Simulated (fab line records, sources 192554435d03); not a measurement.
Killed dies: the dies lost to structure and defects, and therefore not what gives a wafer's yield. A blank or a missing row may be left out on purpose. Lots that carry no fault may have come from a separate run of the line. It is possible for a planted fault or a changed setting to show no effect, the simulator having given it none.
Matching of chambers | flow n5-finfet | N5_BEOL_M7_PECVD_70 on pecvd-03: 3 sister chambers
The step deposits SiO2 from TEOS/O2, target thk 20 nm, time 22.7 s. 3 wafers are shown with their chamber, then 7 later ones without.

== WAFERS PAIRED WITH THEIR CHAMBERS ==
wafer  | chamber | throttle-valve-pct (%)
L083.6 | 2       | 21.7
L093.1 | 0       | 21.5
L093.2 | 1       | 23.1

== WAFERS WITHOUT THEIR CHAMBER ==
wafer  | throttle-valve-pct (%)
L093.6 | 22.0
L094.1 | 21.8
L094.4 | 23.1
L094.5 | 21.9
L095.1 | 22.3
L095.3 | 21.5
L095.4 | 23.0

== EACH ONE'S CHAMBER ==
wafer  | from the rows above          | in truth
L093.6 | can't be placed: 2 or 0      | 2
L094.1 | can't be placed: 2 or 0      | 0
L094.4 | 1                            | 1
L094.5 | can't be placed: 2 or 0      | 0
L095.1 | can't be placed: 2 or 0 or 1 | 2
L095.3 | can't be placed: 0 or 2      | 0
L095.4 | 1                            | 1
2 of 7 placed correctly. Cannot be placed on the basis of these rows: 5; the candidates contain the true chamber in 5. 0 placed wrongly.
How it was worked out, from the rows above alone: a wafer's distance from a chamber is the root of the sum, over the readings, of the square of ((its reading less the chamber's mean) divided by the reading's scatter). The wafer belongs to the nearest chamber; if the next one is less than 2 further off, it can't be placed. A chamber's mean is the mean of its shown wafers. The scatter (one wafer shown for each chamber): square how far every hidden wafer sits from the nearest shown wafer, average those squares and take the square root.
